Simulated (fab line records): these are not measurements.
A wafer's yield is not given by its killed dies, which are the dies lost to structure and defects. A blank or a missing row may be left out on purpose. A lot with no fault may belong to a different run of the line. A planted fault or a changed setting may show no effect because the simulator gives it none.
fab line records :: flow n5Finfet :: part 2 of 2: steps 20 to 27 of 27
record
  lots=5
  wafers=15
  lastDay=16
route steps=1938 shown GATE_CUT@512 MOL_CONTACT_COAG@517
lots with no fault: from the same line, run without faults
startH: start of the lot's first displayed wafer, in hours after the record's first day :: waitH: time in hours since the lot's previous step :: " repeats the value in the row above :: L1.1+2: a row that stands for several wafers :: - no value, or no start given :: * or withheld: withheld :: < > ~ a bound
route shown NAME@n: a module of which the file shows steps, and the number in the route of the first :: usual: mean/standard deviation of fault-free wafers :: same: alike in all rows :: chamber/n: place in a boat :: sites: each site's reading :: _std_site: how widely they spread, as a standard deviation :: _edge_site: inner sites' mean taken away from outer sites' mean :: radiusMm: for every site, how far away it sits from the centre of the wafer :: mask NAME#n: copy n :: behind: the most recent tool/chamber to have shaped the wafer :: hold: what put the lot on hold/how long, in hours/how the hold closed :: device: the transistor (n, p or np) that didn't switch :: end of line: at the end of the route, the tests of the same wafers :: a step with no rows: only its recipe :: killed: dies that structure and defects cost at the first sort, which is not the same as the wafer's yield :: map: a wafer's dies, marking killed ones x, the rest . and places with no die _
set.NAME: the setting the step ran with; set.NAME@STEP: the setting that earlier step ran with :: model.NAME: the simulator's own value behind a step, which no gauge read
lots at some steps of the route; a table a step, a row a wafer
services: the hour from which a tool's chamber was out of use, counted from the record's first day as startH (under 0 if before that day), plus the number of hours and why
## steps
# step N5_MOL_CONTACT_COAG_ETCH_106
# recipe
  chemistry=N2/H2
  target=SOC
  targetDepthA=800
  overetchA=160
  maskMaterial=SiARC
  tempC=40
  timeS=120
  ionEnergyEv=200
  pressureMtorr=30
  sourceW=840
  biasW=150
  n2FlowSccm=200
  h2FlowSccm=200
# usual
  drypumpMotorCurrentA=6.0/0.41
  oesProductAu=0.69/0.068
  rfVppV=523.7/2.4
  showerheadPlenumPTorr=2.54/0.08
  throttleValvePct=17.74/0.23
lot.wafer: L076.2
tool: rieDiel-03
chamber: 3
startH: 101.45
waitH: 0.0
drypumpMotorCurrentA: 6.3
oesProductAu: 0.64
rfHoursCounterH: 215
rfVppV: 524.2
showerheadPlenumPTorr: 2.52
throttleValvePct: 18.20

lot.wafer: L076.5
tool: rieDiel-03
chamber: 3
startH: 101.45
waitH: 0.0
drypumpMotorCurrentA: 6.3
oesProductAu: 0.64
rfHoursCounterH: -
rfVppV: 523.4
showerheadPlenumPTorr: 2.52
throttleValvePct: 18.20

lot.wafer: L076.6
tool: rieDiel-03
chamber: 0
startH: 101.45
waitH: 0.0
drypumpMotorCurrentA: 6.3
oesProductAu: 0.63
rfHoursCounterH: -
rfVppV: 523.8
showerheadPlenumPTorr: 2.51
throttleValvePct: 17.68

lot.wafer: L077.1
tool: rieDiel-02
chamber: 2
startH: 106.46
waitH: 0.0
drypumpMotorCurrentA: 5.6
oesProductAu: 0.60
rfHoursCounterH: 249
rfVppV: 524.8
showerheadPlenumPTorr: 2.60
throttleValvePct: 18.29

lot.wafer: L077.5
tool: rieDiel-02
chamber: 0
startH: 106.46
waitH: 0.0
drypumpMotorCurrentA: 5.5
oesProductAu: 0.73
rfHoursCounterH: -
rfVppV: 525.0
showerheadPlenumPTorr: 2.57
throttleValvePct: 17.45

lot.wafer: L077.6
tool: rieDiel-02
chamber: 3
startH: 106.46
waitH: 0.0
drypumpMotorCurrentA: 5.8
oesProductAu: 0.73
rfHoursCounterH: -
rfVppV: 525.6
showerheadPlenumPTorr: 2.57
throttleValvePct: 17.74

lot.wafer: L088.3
tool: rieDiel-02
chamber: 3
startH: 173.06
waitH: 0.0
drypumpMotorCurrentA: 5.9
oesProductAu: 0.71
rfHoursCounterH: 91
rfVppV: 524.5
showerheadPlenumPTorr: 2.56
throttleValvePct: 17.77

lot.wafer: L088.5
tool: rieDiel-02
chamber: 3
startH: 173.06
waitH: 0.0
drypumpMotorCurrentA: 5.8
oesProductAu: 0.72
rfHoursCounterH: -
rfVppV: 524.9
showerheadPlenumPTorr: 2.57
throttleValvePct: 17.78

lot.wafer: L088.6
tool: rieDiel-02
chamber: 0
startH: 173.06
waitH: 0.0
drypumpMotorCurrentA: 5.5
oesProductAu: 0.71
rfHoursCounterH: -
rfVppV: 523.9
showerheadPlenumPTorr: 2.56
throttleValvePct: 17.50

lot.wafer: L089.2
tool: rieDiel-01
chamber: 3
startH: 179.78
waitH: 0.0
drypumpMotorCurrentA: 6.2
oesProductAu: 0.76
rfHoursCounterH: 50
rfVppV: 528.6
showerheadPlenumPTorr: 2.69
throttleValvePct: 17.51

lot.wafer: L089.3
tool: rieDiel-01
chamber: 2
startH: 179.78
waitH: 0.0
drypumpMotorCurrentA: 5.6
oesProductAu: 0.67
rfHoursCounterH: 178
rfVppV: 525.0
showerheadPlenumPTorr: 2.53
throttleValvePct: 17.61

lot.wafer: L089.4
tool: rieDiel-01
chamber: 0
startH: 179.78
waitH: 0.0
drypumpMotorCurrentA: 6.2
oesProductAu: 0.86
rfHoursCounterH: -
rfVppV: 525.7
showerheadPlenumPTorr: 2.61
throttleValvePct: 17.25

lot.wafer: L094.2
tool: rieDiel-01
chamber: 0
startH: 212.23
waitH: 0.0
drypumpMotorCurrentA: 6.2
oesProductAu: 0.82
rfHoursCounterH: 16
rfVppV: 525.6
showerheadPlenumPTorr: 2.60
throttleValvePct: 17.27

lot.wafer: L094.3
tool: rieDiel-01
chamber: 2
startH: 212.23
waitH: 0.0
drypumpMotorCurrentA: 5.6
oesProductAu: 0.66
rfHoursCounterH: 191
rfVppV: 522.1
showerheadPlenumPTorr: 2.53
throttleValvePct: 17.63

lot.wafer: L094.6
tool: rieDiel-01
chamber: 3
startH: 212.23
waitH: 0.0
drypumpMotorCurrentA: 6.2
oesProductAu: 0.75
rfHoursCounterH: -
rfVppV: 529.2
showerheadPlenumPTorr: 2.68
throttleValvePct: 17.53
# step N5_MOL_CONTACT_COAG_STRIP_107
# recipe
  chemistry=N2/H2
  tempC=40
  n2FlowSccm=200
  h2FlowSccm=200
  rfFrequencyHz=6e+07
lot.wafer: L076.2+5+6
tool: rieDiel-03
chamber: 3,3,0
startH: 101.53
waitH: 0.0

lot.wafer: L077.1+5+6
tool: rieDiel-02
chamber: 2,0,3
startH: 106.54
waitH: 0.0

lot.wafer: L088.3+5+6
tool: rieDiel-02
chamber: 3,3,0
startH: 173.14
waitH: 0.0

lot.wafer: L089.2+3+4
tool: rieDiel-01
chamber: 3,2,0
startH: 179.87
waitH: 0.0

lot.wafer: L094.2+3+6
tool: rieDiel-01
chamber: 0,2,3
startH: 212.31
waitH: 0.0
# step N5_MOL_CONTACT_COAG_STRIP_108
# recipe
  chemistry=N2/H2
  tempC=40
  n2FlowSccm=200
  h2FlowSccm=200
  rfFrequencyHz=6e+07
lot.wafer: L076.2+5+6
tool: rieDiel-03
chamber: 3,3,0
startH: 101.54
waitH: 0.0

lot.wafer: L077.1+5+6
tool: rieDiel-02
chamber: 2,0,3
startH: 106.55
waitH: 0.0

lot.wafer: L088.3+5+6
tool: rieDiel-02
chamber: 3,3,0
startH: 173.15
waitH: 0.0

lot.wafer: L089.2+3+4
tool: rieDiel-01
chamber: 3,2,0
startH: 179.88
waitH: 0.0

lot.wafer: L094.2+3+6
tool: rieDiel-01
chamber: 0,2,3
startH: 212.32
waitH: 0.0
# step N5_MOL_CONTACT_COAG_CONTACT_ETCH_14
# recipe
  chemistry=C4F6/O2
  target=SiO2
  targetDepthA=275
  overetchA=85
  maskMaterial=SOC
  pressureMtorr=30
  sourceW=370
  biasW=185
  Ar_flow_sccm=300
  C4F6_flow_sccm=16
  O2_flow_sccm=10
  timeS=20
  ionEnergyEv=259.6
# usual
  drypumpMotorCurrentA=6.0/0.41
  oesProductAu=0.66/0.064
  rfVppV=692/3.1
  showerheadPlenumPTorr=2.88/0.087
  throttleValvePct=21.15/0.24
lot.wafer: L076.2
tool: rieDiel-03
chamber: 3
startH: 101.55
waitH: 0.0
drypumpMotorCurrentA: 6.3
oesProductAu: 0.61
rfHoursCounterH: 215
rfVppV: 693
showerheadPlenumPTorr: 2.87
throttleValvePct: 21.60

lot.wafer: L076.5
tool: rieDiel-03
chamber: 3
startH: 101.55
waitH: 0.0
drypumpMotorCurrentA: 6.3
oesProductAu: 0.61
rfHoursCounterH: -
rfVppV: 691
showerheadPlenumPTorr: 2.86
throttleValvePct: 21.61

lot.wafer: L076.6
tool: rieDiel-03
chamber: 0
startH: 101.55
waitH: 0.0
drypumpMotorCurrentA: 6.3
oesProductAu: 0.60
rfHoursCounterH: -
rfVppV: 693
showerheadPlenumPTorr: 2.84
throttleValvePct: 21.04

lot.wafer: L077.1
tool: rieDiel-02
chamber: 2
startH: 106.56
waitH: 0.0
drypumpMotorCurrentA: 5.6
oesProductAu: 0.58
rfHoursCounterH: 249
rfVppV: 695
showerheadPlenumPTorr: 2.95
throttleValvePct: 21.78

lot.wafer: L077.5
tool: rieDiel-02
chamber: 0
startH: 106.56
waitH: 0.0
drypumpMotorCurrentA: 5.5
oesProductAu: 0.69
rfHoursCounterH: -
rfVppV: 693
showerheadPlenumPTorr: 2.92
throttleValvePct: 20.85

lot.wafer: L077.6
tool: rieDiel-02
chamber: 3
startH: 106.56
waitH: 0.0
drypumpMotorCurrentA: 5.8
oesProductAu: 0.70
rfHoursCounterH: -
rfVppV: 694
showerheadPlenumPTorr: 2.93
throttleValvePct: 21.29

lot.wafer: L088.3
tool: rieDiel-02
chamber: 3
startH: 173.16
waitH: 0.0
drypumpMotorCurrentA: 5.9
oesProductAu: 0.68
rfHoursCounterH: 91
rfVppV: 694
showerheadPlenumPTorr: 2.92
throttleValvePct: 21.35

lot.wafer: L088.5
tool: rieDiel-02
chamber: 3
startH: 173.16
waitH: 0.0
drypumpMotorCurrentA: 5.9
oesProductAu: 0.69
rfHoursCounterH: -
rfVppV: 693
showerheadPlenumPTorr: 2.92
throttleValvePct: 21.32

lot.wafer: L088.6
tool: rieDiel-02
chamber: 0
startH: 173.16
waitH: 0.0
drypumpMotorCurrentA: 5.5
oesProductAu: 0.68
rfHoursCounterH: -
rfVppV: 693
showerheadPlenumPTorr: 2.91
throttleValvePct: 20.88

lot.wafer: L089.2
tool: rieDiel-01
chamber: 3
startH: 179.89
waitH: 0.0
drypumpMotorCurrentA: 6.2
oesProductAu: 0.73
rfHoursCounterH: 50
rfVppV: 697
showerheadPlenumPTorr: 3.04
throttleValvePct: 20.96

lot.wafer: L089.3
tool: rieDiel-01
chamber: 2
startH: 179.89
waitH: 0.0
drypumpMotorCurrentA: 5.5
oesProductAu: 0.64
rfHoursCounterH: 178
rfVppV: 693
showerheadPlenumPTorr: 2.87
throttleValvePct: 20.98

lot.wafer: L089.4
tool: rieDiel-01
chamber: 0
startH: 179.89
waitH: 0.0
drypumpMotorCurrentA: 6.2
oesProductAu: 0.82
rfHoursCounterH: -
rfVppV: 696
showerheadPlenumPTorr: 2.95
throttleValvePct: 20.73

lot.wafer: L094.2
tool: rieDiel-01
chamber: 0
startH: 212.33
waitH: 0.0
drypumpMotorCurrentA: 6.2
oesProductAu: 0.78
rfHoursCounterH: 16
rfVppV: 697
showerheadPlenumPTorr: 2.94
throttleValvePct: 20.73

lot.wafer: L094.3
tool: rieDiel-01
chamber: 2
startH: 212.33
waitH: 0.0
drypumpMotorCurrentA: 5.6
oesProductAu: 0.63
rfHoursCounterH: 191
rfVppV: 691
showerheadPlenumPTorr: 2.87
throttleValvePct: 21.02

lot.wafer: L094.6
tool: rieDiel-01
chamber: 3
startH: 212.33
waitH: 0.0
drypumpMotorCurrentA: 6.2
oesProductAu: 0.71
rfHoursCounterH: -
rfVppV: 699
showerheadPlenumPTorr: 3.03
throttleValvePct: 20.98
# step N5_MOL_CONTACT_COAG_STRIP_109
# recipe
  chemistry=C4F6/O2
  resist=SiARC
  rfFrequencyHz=6e+07
lot.wafer: L076.2+5+6
tool: rieDiel-03
chamber: 3,3,0
startH: 101.57
waitH: 0.0

lot.wafer: L077.1+5+6
tool: rieDiel-02
chamber: 2,0,3
startH: 106.59
waitH: 0.0

lot.wafer: L088.3+5+6
tool: rieDiel-02
chamber: 3,3,0
startH: 173.18
waitH: 0.0

lot.wafer: L089.2+3+4
tool: rieDiel-01
chamber: 3,2,0
startH: 179.91
waitH: 0.0

lot.wafer: L094.2+3+6
tool: rieDiel-01
chamber: 0,2,3
startH: 212.35
waitH: 0.0
# step N5_MOL_CONTACT_COAG_ETCH_15
# recipe
  chemistry=CH3F/O2
  target=SiNx
  targetDepthA=70
  maskMaterial=SOC
  stopOn=Si:P
  overEtchFrac=0.75
  ionEnergyEv=120
  pressureMtorr=30
  sourceW=395
  biasW=73
  Ar_flow_sccm=150
  CH3F_flow_sccm=30
  O2_flow_sccm=20
# usual
  drypumpMotorCurrentA=5.9/0.41
  oesProductAu=0.56/0.055
  rfVppV=297/3.2
  showerheadPlenumPTorr=2.00/0.064
  throttleValvePct=16.24/0.23
lot.wafer: L076.2
tool: rieDiel-03
chamber: 3
startH: 101.58
waitH: 0.0
drypumpMotorCurrentA: 6.3
oesProductAu: 0.52
rfHoursCounterH: 215
rfVppV: 296
showerheadPlenumPTorr: 1.99
throttleValvePct: 16.65

lot.wafer: L076.5
tool: rieDiel-03
chamber: 3
startH: 101.58
waitH: 0.0
drypumpMotorCurrentA: 6.3
oesProductAu: 0.52
rfHoursCounterH: -
rfVppV: 295
showerheadPlenumPTorr: 1.99
throttleValvePct: 16.64

lot.wafer: L076.6
tool: rieDiel-03
chamber: 0
startH: 101.58
waitH: 0.0
drypumpMotorCurrentA: 6.3
oesProductAu: 0.52
rfHoursCounterH: -
rfVppV: 298
showerheadPlenumPTorr: 1.97
throttleValvePct: 16.22

lot.wafer: L077.1
tool: rieDiel-02
chamber: 2
startH: 106.60
waitH: 0.0
drypumpMotorCurrentA: 5.6
oesProductAu: 0.50
rfHoursCounterH: 249
rfVppV: 294
showerheadPlenumPTorr: 2.05
throttleValvePct: 16.86

lot.wafer: L077.5
tool: rieDiel-02
chamber: 0
startH: 106.60
waitH: 0.0
drypumpMotorCurrentA: 5.5
oesProductAu: 0.59
rfHoursCounterH: -
rfVppV: 296
showerheadPlenumPTorr: 2.02
throttleValvePct: 15.91

lot.wafer: L077.6
tool: rieDiel-02
chamber: 3
startH: 106.60
waitH: 0.0
drypumpMotorCurrentA: 5.9
oesProductAu: 0.60
rfHoursCounterH: -
rfVppV: 299
showerheadPlenumPTorr: 2.03
throttleValvePct: 16.30

lot.wafer: L088.3
tool: rieDiel-02
chamber: 3
startH: 173.19
waitH: 0.0
drypumpMotorCurrentA: 5.8
oesProductAu: 0.58
rfHoursCounterH: 91
rfVppV: 299
showerheadPlenumPTorr: 2.03
throttleValvePct: 16.37

lot.wafer: L088.5
tool: rieDiel-02
chamber: 3
startH: 173.19
waitH: 0.0
drypumpMotorCurrentA: 5.9
oesProductAu: 0.59
rfHoursCounterH: -
rfVppV: 300
showerheadPlenumPTorr: 2.03
throttleValvePct: 16.35

lot.wafer: L088.6
tool: rieDiel-02
chamber: 0
startH: 173.19
waitH: 0.0
drypumpMotorCurrentA: 5.5
oesProductAu: 0.58
rfHoursCounterH: -
rfVppV: 296
showerheadPlenumPTorr: 2.02
throttleValvePct: 15.96

lot.wafer: L089.2
tool: rieDiel-01
chamber: 3
startH: 179.92
waitH: 0.0
drypumpMotorCurrentA: 6.2
oesProductAu: 0.61
rfHoursCounterH: 50
rfVppV: 301
showerheadPlenumPTorr: 2.12
throttleValvePct: 16.02

lot.wafer: L089.3
tool: rieDiel-01
chamber: 2
startH: 179.92
waitH: 0.0
drypumpMotorCurrentA: 5.6
oesProductAu: 0.55
rfHoursCounterH: 178
rfVppV: 291
showerheadPlenumPTorr: 1.99
throttleValvePct: 16.09

lot.wafer: L089.4
tool: rieDiel-01
chamber: 0
startH: 179.92
waitH: 0.0
drypumpMotorCurrentA: 6.2
oesProductAu: 0.70
rfHoursCounterH: -
rfVppV: 293
showerheadPlenumPTorr: 2.05
throttleValvePct: 15.75

lot.wafer: L094.2
tool: rieDiel-01
chamber: 0
startH: 212.36
waitH: 0.0
drypumpMotorCurrentA: 6.2
oesProductAu: 0.67
rfHoursCounterH: 16
rfVppV: 295
showerheadPlenumPTorr: 2.05
throttleValvePct: 15.78

lot.wafer: L094.3
tool: rieDiel-01
chamber: 2
startH: 212.36
waitH: 0.0
drypumpMotorCurrentA: 5.5
oesProductAu: 0.54
rfHoursCounterH: 191
rfVppV: 292
showerheadPlenumPTorr: 1.99
throttleValvePct: 16.11

lot.wafer: L094.6
tool: rieDiel-01
chamber: 3
startH: 212.36
waitH: 0.0
drypumpMotorCurrentA: 6.2
oesProductAu: 0.61
rfHoursCounterH: -
rfVppV: 301
showerheadPlenumPTorr: 2.11
throttleValvePct: 16.04
# step N5_MOL_CONTACT_COAG_ETCH_110
# recipe
  chemistry=CF4/O2
  target=Si
  targetDepthA=25
  timeS=8
  pressureMtorr=100
  sourceW=200
  biasW=12
  ionEnergyEv=60
  Ar_flow_sccm=100
  cf4FlowSccm=100
  O2_flow_sccm=10
# usual
  drypumpMotorCurrentA=5.9/0.41
  oesProductAu=0.77/0.079
  rfVppV=127.1/1.5
  showerheadPlenumPTorr=2.22/0.066
  throttleValvePct=10.70/0.26
lot.wafer: L076.2
tool: rieDiel-03
chamber: 3
startH: 101.64
waitH: 0.0
drypumpMotorCurrentA: 6.3
oesProductAu: 0.72
rfHoursCounterH: 215
rfVppV: 125.7
showerheadPlenumPTorr: 2.21
throttleValvePct: 11.11

lot.wafer: L076.5
tool: rieDiel-03
chamber: 3
startH: 101.64
waitH: 0.0
drypumpMotorCurrentA: 6.3
oesProductAu: 0.71
rfHoursCounterH: -
rfVppV: 126.1
showerheadPlenumPTorr: 2.21
throttleValvePct: 11.09

lot.wafer: L076.6
tool: rieDiel-03
chamber: 0
startH: 101.64
waitH: 0.0
drypumpMotorCurrentA: 6.3
oesProductAu: 0.68
rfHoursCounterH: -
rfVppV: 127.7
showerheadPlenumPTorr: 2.19
throttleValvePct: 10.80

lot.wafer: L077.1
tool: rieDiel-02
chamber: 2
startH: 106.66
waitH: 0.0
drypumpMotorCurrentA: 5.6
oesProductAu: 0.67
rfHoursCounterH: 249
rfVppV: 126.4
showerheadPlenumPTorr: 2.28
throttleValvePct: 11.40

lot.wafer: L077.5
tool: rieDiel-02
chamber: 0
startH: 106.66
waitH: 0.0
drypumpMotorCurrentA: 5.5
oesProductAu: 0.83
rfHoursCounterH: -
rfVppV: 127.7
showerheadPlenumPTorr: 2.25
throttleValvePct: 10.33

lot.wafer: L077.6
tool: rieDiel-02
chamber: 3
startH: 106.66
waitH: 0.0
drypumpMotorCurrentA: 5.8
oesProductAu: 0.83
rfHoursCounterH: -
rfVppV: 130.2
showerheadPlenumPTorr: 2.25
throttleValvePct: 10.62

lot.wafer: L088.3
tool: rieDiel-02
chamber: 3
startH: 173.25
waitH: 0.0
drypumpMotorCurrentA: 5.8
oesProductAu: 0.79
rfHoursCounterH: 91
rfVppV: 128.7
showerheadPlenumPTorr: 2.25
throttleValvePct: 10.72

lot.wafer: L088.5
tool: rieDiel-02
chamber: 3
startH: 173.25
waitH: 0.0
drypumpMotorCurrentA: 5.8
oesProductAu: 0.79
rfHoursCounterH: -
rfVppV: 128.1
showerheadPlenumPTorr: 2.25
throttleValvePct: 10.72

lot.wafer: L088.6
tool: rieDiel-02
chamber: 0
startH: 173.25
waitH: 0.0
drypumpMotorCurrentA: 5.5
oesProductAu: 0.79
rfHoursCounterH: -
rfVppV: 127.1
showerheadPlenumPTorr: 2.24
throttleValvePct: 10.39

lot.wafer: L089.2
tool: rieDiel-01
chamber: 3
startH: 179.98
waitH: 0.0
drypumpMotorCurrentA: 6.2
oesProductAu: 0.86
rfHoursCounterH: 50
rfVppV: 128.3
showerheadPlenumPTorr: 2.34
throttleValvePct: 10.38

lot.wafer: L089.3
tool: rieDiel-01
chamber: 2
startH: 179.98
waitH: 0.0
drypumpMotorCurrentA: 5.6
oesProductAu: 0.76
rfHoursCounterH: 178
rfVppV: 124.3
showerheadPlenumPTorr: 2.21
throttleValvePct: 10.63

lot.wafer: L089.4
tool: rieDiel-01
chamber: 0
startH: 179.98
waitH: 0.0
drypumpMotorCurrentA: 6.2
oesProductAu: 0.97
rfHoursCounterH: -
rfVppV: 125.6
showerheadPlenumPTorr: 2.27
throttleValvePct: 10.10

lot.wafer: L094.2
tool: rieDiel-01
chamber: 0
startH: 212.42
waitH: 0.0
drypumpMotorCurrentA: 6.2
oesProductAu: 0.93
rfHoursCounterH: 16
rfVppV: 124.7
showerheadPlenumPTorr: 2.27
throttleValvePct: 10.16

lot.wafer: L094.3
tool: rieDiel-01
chamber: 2
startH: 212.42
waitH: 0.0
drypumpMotorCurrentA: 5.6
oesProductAu: 0.75
rfHoursCounterH: 191
rfVppV: 125.0
showerheadPlenumPTorr: 2.21
throttleValvePct: 10.63

lot.wafer: L094.6
tool: rieDiel-01
chamber: 3
startH: 212.42
waitH: 0.0
drypumpMotorCurrentA: 6.2
oesProductAu: 0.83
rfHoursCounterH: -
rfVppV: 128.5
showerheadPlenumPTorr: 2.34
throttleValvePct: 10.40
# step N5_MOL_CONTACT_COAG_STRIP_98
# recipe
  chemistry=N2/H2
  powerW=500
  tempC=40
  pressureMtorr=50
  rfFrequencyHz=6e+07
  overashFraction=0.3
  biasPowerW=8
  h2Frac=0.5
  n2FlowSccm=300
  h2FlowSccm=300
# usual
  drypumpMotorCurrentA=6.0/0.41
  oesProductAu=0.77/0.079
  rfVppV=54.2/1.4
  showerheadPlenumPTorr=3.35/0.1
  throttleValvePct=18.86/0.29
lot.wafer: L076.2
tool: rieDiel-03
chamber: 3
startH: 101.69
waitH: 0.0
drypumpMotorCurrentA: 6.3
oesProductAu: 0.71
rfHoursCounterH: 215
rfVppV: 52.3
showerheadPlenumPTorr: 3.34
throttleValvePct: 19.49

lot.wafer: L076.5
tool: rieDiel-03
chamber: 3
startH: 101.69
waitH: 0.0
drypumpMotorCurrentA: 6.3
oesProductAu: 0.71
rfHoursCounterH: -
rfVppV: 56.3
showerheadPlenumPTorr: 3.34
throttleValvePct: 19.51

lot.wafer: L076.6
tool: rieDiel-03
chamber: 0
startH: 101.69
waitH: 0.0
drypumpMotorCurrentA: 6.3
oesProductAu: 0.69
rfHoursCounterH: -
rfVppV: 53.4
showerheadPlenumPTorr: 3.32
throttleValvePct: 18.76

lot.wafer: L077.1
tool: rieDiel-02
chamber: 2
startH: 106.70
waitH: 0.0
drypumpMotorCurrentA: 5.6
oesProductAu: 0.67
rfHoursCounterH: 249
rfVppV: 55.1
showerheadPlenumPTorr: 3.44
throttleValvePct: 19.20

lot.wafer: L077.5
tool: rieDiel-02
chamber: 0
startH: 106.70
waitH: 0.0
drypumpMotorCurrentA: 5.5
oesProductAu: 0.83
rfHoursCounterH: -
rfVppV: 54.1
showerheadPlenumPTorr: 3.39
throttleValvePct: 18.71

lot.wafer: L077.6
tool: rieDiel-02
chamber: 3
startH: 106.70
waitH: 0.0
drypumpMotorCurrentA: 5.9
oesProductAu: 0.83
rfHoursCounterH: -
rfVppV: 55.2
showerheadPlenumPTorr: 3.40
throttleValvePct: 18.75

lot.wafer: L088.3
tool: rieDiel-02
chamber: 3
startH: 173.30
waitH: 0.0
drypumpMotorCurrentA: 5.9
oesProductAu: 0.78
rfHoursCounterH: 91
rfVppV: 53.9
showerheadPlenumPTorr: 3.39
throttleValvePct: 18.80

lot.wafer: L088.5
tool: rieDiel-02
chamber: 3
startH: 173.30
waitH: 0.0
drypumpMotorCurrentA: 5.8
oesProductAu: 0.79
rfHoursCounterH: -
rfVppV: 53.1
showerheadPlenumPTorr: 3.39
throttleValvePct: 18.80

lot.wafer: L088.6
tool: rieDiel-02
chamber: 0
startH: 173.30
waitH: 0.0
drypumpMotorCurrentA: 5.5
oesProductAu: 0.80
rfHoursCounterH: -
rfVppV: 54.5
showerheadPlenumPTorr: 3.38
throttleValvePct: 18.73

lot.wafer: L089.2
tool: rieDiel-01
chamber: 3
startH: 180.03
waitH: 0.0
drypumpMotorCurrentA: 6.2
oesProductAu: 0.86
rfHoursCounterH: 50
rfVppV: 55.7
showerheadPlenumPTorr: 3.55
throttleValvePct: 18.69

lot.wafer: L089.3
tool: rieDiel-01
chamber: 2
startH: 180.03
waitH: 0.0
drypumpMotorCurrentA: 5.6
oesProductAu: 0.75
rfHoursCounterH: 178
rfVppV: 54.0
showerheadPlenumPTorr: 3.34
throttleValvePct: 18.75

lot.wafer: L089.4
tool: rieDiel-01
chamber: 0
startH: 180.03
waitH: 0.0
drypumpMotorCurrentA: 6.2
oesProductAu: 0.97
rfHoursCounterH: -
rfVppV: 53.7
showerheadPlenumPTorr: 3.44
throttleValvePct: 18.27

lot.wafer: L094.2
tool: rieDiel-01
chamber: 0
startH: 212.47
waitH: 0.0
drypumpMotorCurrentA: 6.2
oesProductAu: 0.92
rfHoursCounterH: 16
rfVppV: 54.8
showerheadPlenumPTorr: 3.43
throttleValvePct: 18.28

lot.wafer: L094.3
tool: rieDiel-01
chamber: 2
startH: 212.47
waitH: 0.0
drypumpMotorCurrentA: 5.6
oesProductAu: 0.75
rfHoursCounterH: 191
rfVppV: 53.7
showerheadPlenumPTorr: 3.34
throttleValvePct: 18.80

lot.wafer: L094.6
tool: rieDiel-01
chamber: 3
startH: 212.47
waitH: 0.0
drypumpMotorCurrentA: 6.2
oesProductAu: 0.82
rfHoursCounterH: -
rfVppV: 55.9
showerheadPlenumPTorr: 3.54
throttleValvePct: 18.65
## services
tool: euvScanner-02
chamber: -
startH: 79.23
hours: 0.6
kind: repair

tool: cmp-04
chamber: -
startH: 89.89
hours: 0.8
kind: repair

tool: cmp-04
chamber: -
startH: 100.86
hours: 1.2
kind: repair

tool: cmp-02
chamber: -
startH: 104.25
hours: 0.9
kind: repair

tool: euvScanner-01
chamber: -
startH: 104.94
hours: 4.6
kind: pm

tool: cmp-03
chamber: -
startH: 106.39
hours: 1.6
kind: repair

tool: euvScanner-02
chamber: -
startH: 109.54
hours: 1.0
kind: pm

tool: euvScanner-01
chamber: -
startH: 119.82
hours: 0.4
kind: repair

tool: cmp-03
chamber: -
startH: 120.56
hours: 4.7
kind: pm

tool: rieDiel-01
chamber: 1
startH: 121.69
hours: 7.3
kind: repair

tool: cmp-02
chamber: -
startH: 124.95
hours: 4.0
kind: pm

tool: cmp-03
chamber: -
startH: 133.54
hours: 4.0
kind: repair

tool: euvScanner-01
chamber: -
startH: 139.87
hours: 2.7
kind: repair

tool: euvScanner-02
chamber: -
startH: 143.60
hours: 2.5
kind: repair

tool: rieDiel-02
chamber: 3
startH: 152.96
hours: 1.8
kind: repair

tool: euvScanner-02
chamber: -
startH: 153.10
hours: 63.5
kind: repair

tool: rieDiel-03
chamber: 0
startH: 165.62
hours: 14.4
kind: repair

tool: cmp-03
chamber: -
startH: 167.87
hours: 1.6
kind: repair

tool: rieDiel-01
chamber: 1
startH: 172.82
hours: 7.6
kind: repair

tool: rieDiel-02
chamber: 0
startH: 174.77
hours: 2.9
kind: repair

tool: euvScanner-01
chamber: -
startH: 179.60
hours: 1.0
kind: pm

tool: cmp-03
chamber: -
startH: 181.19
hours: 5.3
kind: repair

tool: cmp-02
chamber: -
startH: 183.50
hours: 0.6
kind: repair

tool: euvScanner-01
chamber: -
startH: 198.33
hours: 1.7
kind: repair
